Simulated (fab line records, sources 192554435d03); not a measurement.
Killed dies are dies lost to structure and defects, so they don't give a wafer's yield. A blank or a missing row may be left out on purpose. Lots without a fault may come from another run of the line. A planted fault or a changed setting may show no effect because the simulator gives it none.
A struck lot beside a sound one | flow n5_finfet | 37 steps out of a route of 1938
Sound: wafers L794.1, L794.4, L794.5. Struck: wafer L796.4. (L796.6 of the same lot was not struck and is left out.) The cause comes at the end.
At each step with rows: each side's tool, then ch and its chambers, then its first start. Under that, the readings that differ: sound wafers | struck wafers | difference of the means | sigmas: that difference in standard deviations of wafers without a fault.
alike: readings whose means differ by less than 2 such deviations, and words and numbers that are the same on both sides. not compared: withheld readings, readings that some wafer has no value for, bounds like >300 that may hide the same value, and numbers for which the record gives no deviation and whose values overlap.
The two part at a step that has a row with sigmas, a row that says differs or no value, or rows on one side only. Numbers that don't overlap but have no deviation are shown without sigmas and don't part them. A reading that every wafer of one side lacks parts them only if that side has two wafers or more.

first, 9 steps without rows for these wafers: N5_PMOS_HMC_CHANNEL_EPI_EPI_26 (deposits Si from SiH4/H2, target thk 3.8 nm, time 22.7 s); N5_FIN_SAQP_PRECLEAN_42 (cleans in O3/DIW, time 60 s); N5_FIN_SAQP_PRECLEAN_00 (cleans in SC1, time 60 s); N5_FIN_SAQP_PRECLEAN_44 (cleans in SC2, time 45 s); N5_FIN_SAQP_SRD_01 (time 30 s); N5_FIN_SAQP_ALD_61 (deposits SiO2, target thk 4 nm, pulse time 1 s, purge time 2 s); N5_FIN_SAQP_DENSIFY_62 (time 60 s); N5_FIN_SAQP_HM_DEP_03 (deposits SiNx from SiH4/NH3/N2, target thk 38 nm, time 33.6 s); N5_FIN_SAQP_PECVD_47 (deposits a-Si from SiH4/He, target thk 45 nm, time 36.3 s).
N5_FIN_SAQP_PECVD_48: deposits SiNx from SiH4/NH3/N2, target thk 25 nm, time 22.1 s.
  sound on pecvd-03 ch 0,2, day 4 14:52; struck on pecvd-03 ch 2, day 5 03:02
  reading                                     | sound            | struck | difference | sigmas
  model.SiNx_of_FIN_SAQP_PECVD_48.thk_nm (nm) | 24.96 25.3 25.23 | 35.55  | +10.39     |
  alike: heater_power_w, showerhead_plenum_p_Torr, throttle_valve_pct
then, 24 steps without rows for these wafers: N5_FIN_SAQP_PECVD_06 (deposits a-Si from SiH4/He, target thk 60 nm, time 48.1 s); N5_FIN_SAQP_HM_DEP_72 (deposits SiO2 from SiH4/N2O, target thk 12 nm, time 7.2 s); N5_FIN_SAQP_COAT_49 (time 60 s, resist thk 100 nm); N5_FIN_SAQP_COAT_50 (time 60 s, resist thk 35 nm); N5_FIN_SAQP_COAT_10 (resist thk 90 nm); N5_FIN_SAQP_EBR_12; N5_FIN_SAQP_SOFTBAKE_11 (time 60 s); N5_FIN_SAQP_EXPOSE_13 (exposes mask FIN CORE, target cd 35.6 nm); N5_FIN_SAQP_PEB_14 (peb time 60 s); N5_FIN_SAQP_DEVELOP_15 (develop time 30 s); N5_FIN_SAQP_DESCUM_21 (chemistry O2, time 7.9 s); N5_FIN_SAQP_ETCH_51 (etches SiARC in CF4, target depth 45.5 nm, time 75.8 s); N5_FIN_SAQP_ETCH_52 (etches SOC in N2/H2, target depth 100 nm, overetch 20 nm, time 150 s); N5_FIN_SAQP_STRIP_53 (strips in N2/H2); N5_FIN_SAQP_HM_OPEN_73 (chemistry CHF3/O2, target SiO2, stops on a-Si, target depth 12 nm, time 16.8 s); N5_FIN_SAQP_STRIP_74 (strips in CHF3/O2); N5_FIN_SAQP_MANDREL_ETCH_22 (etches a-Si in HBr/Cl2, stops on SiNx, target depth 60 nm, bt time 10 s, time 30 s); N5_FIN_SAQP_STRIP_55 (strips in N2/H2); N5_FIN_SAQP_STRIP_23 (strips in SPM, time 750 s); N5_FIN_SAQP_SRD_66 (time 30 s); N5_FIN_SAQP_RECESS_75 (chemistry HF/NH3, target SiO2, target depth 14.4 nm, afs cycles 3, sublimation time 60 s); N5_FIN_SAQP_SPACER1_ALD_24 (deposits SiO2, target thk 20.3 nm, pulse time 1 s, purge time 2 s); N5_FIN_SAQP_SPACER1_ETCHBACK_25 (etches SiO2 in CHF3/O2, target depth 24.4 nm, time 12.2 s); N5_FIN_SAQP_MANDREL1_REMOVE_56 (chemistry HBr/Cl2/O2, target a-Si, stops on SiNx, bt time 10 s).
N5_FIN_SAQP_ETCH_57: etches SiNx in CH3F/O2, target depth 32.5 nm, time 46.4 s.
  sound on rie_diel-01 ch 0,1, day 4 18:21; struck on rie_diel-01 ch 2, day 5 06:51
  reading                  | sound             | struck | difference | sigmas
  etch_rf_on_time_s (s)    | 45.3 45.6 45.8    | 64.0   | +18.4      | +22
  model.etch.depth_nm (nm) | 24.96 25.23 25.23 | 35.55  | +10.41     |
  alike: drypump_motor_current_A, oes_product_au, rf_vpp_V, showerhead_plenum_p_Torr, throttle_valve_pct
  not compared: rf_hours_counter_h
-- the record jumps here: 8 days lie between the struck wafers' starts before and after (it left off in module FIN_SAQP and takes up again in module BEOL_M4, whose first step shown is number 1111 of the route) --
N5_BEOL_M4_RC_MEAS_101:
  sound on prober-02 ch 0, day 12 23:37; struck on prober-01 ch 0, day 13 02:56
  reading        | sound             | struck | difference | sigmas
  IOFF_P (nA/um) | 0.216 0.208 0.199 | 0.269  | +0.061     | +2
  ION_P (uA/um)  | 457 462 457       | 472    | +13        | +2
  VT_P (mV)      | -252 -254 -252    | -245   | +8         | +2
  alike: DIBL_N, DIBL_P, IOFF_N, ION_N, SS_N, SS_P, VT_N
then, 1 step without rows for these wafers: N5_PASSIVATION_PROBE_49.

WHERE THEY PART
First at N5_FIN_SAQP_ETCH_57; last, within this record, at N5_BEOL_M4_RC_MEAS_101.

WHY: what the simulator had put in
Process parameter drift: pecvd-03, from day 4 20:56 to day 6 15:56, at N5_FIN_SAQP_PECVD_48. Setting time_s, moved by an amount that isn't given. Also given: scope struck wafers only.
